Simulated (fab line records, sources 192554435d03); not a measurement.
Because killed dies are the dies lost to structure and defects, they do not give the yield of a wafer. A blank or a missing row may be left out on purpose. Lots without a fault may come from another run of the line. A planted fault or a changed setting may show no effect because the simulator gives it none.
Chamber matching | flow n5-finfet | 3 sister chambers for N5_ZERO_LAYER_PECVD_02 on pecvd-02
The step deposits SiO2 from SiH4/N2O, target thk 10 nm, time 6 s. 3 wafers are shown with their chamber, then 9 later ones without.

## WAFERS, EACH WITH ITS CHAMBER
wafer  | chamber | showerhead-plenum-p-Torr (Torr)
L080.1 | 0       | 8.28
L086.3 | 2       | 8.27
L086.5 | 1       | 8.03

## WAFERS WITH NO CHAMBER GIVEN
wafer  | showerhead-plenum-p-Torr (Torr)
L090.2 | 8.29
L090.5 | 8.31
L090.6 | 8.29
L094.1 | 8.05
L094.2 | 8.30
L094.6 | 8.30
L096.2 | 8.30
L096.4 | 8.27
L096.5 | 8.04

## WHICH CHAMBER EACH ONE RAN IN
wafer  | from the rows above     | in truth
L090.2 | can't be placed: 0 or 2 | 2
L090.5 | can't be placed: 0 or 2 | 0
L090.6 | can't be placed: 0 or 2 | 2
L094.1 | 1                       | 1
L094.2 | can't be placed: 0 or 2 | 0
L094.6 | can't be placed: 0 or 2 | 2
L096.2 | can't be placed: 0 or 2 | 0
L096.4 | can't be placed: 2 or 0 | 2
L096.5 | 1                       | 1
2 of 9 placed correctly. Unplaceable from these rows: 7, with the true chamber sitting among the candidates in 7. Wrongly placed: 0.
How it was worked out, from the rows above alone: a wafer's distance from a chamber is the root of the sum, over the readings, of the square of ((its reading less the chamber's mean) divided by the reading's scatter). The wafer belongs to the nearest chamber; if the next one is less than 2 further off, it can't be placed. For every chamber, the mean is computed from those of its wafers that are shown. The scatter: with one shown wafer a chamber, the root of the mean of the squares of how far each hidden wafer lies from its nearest shown one.
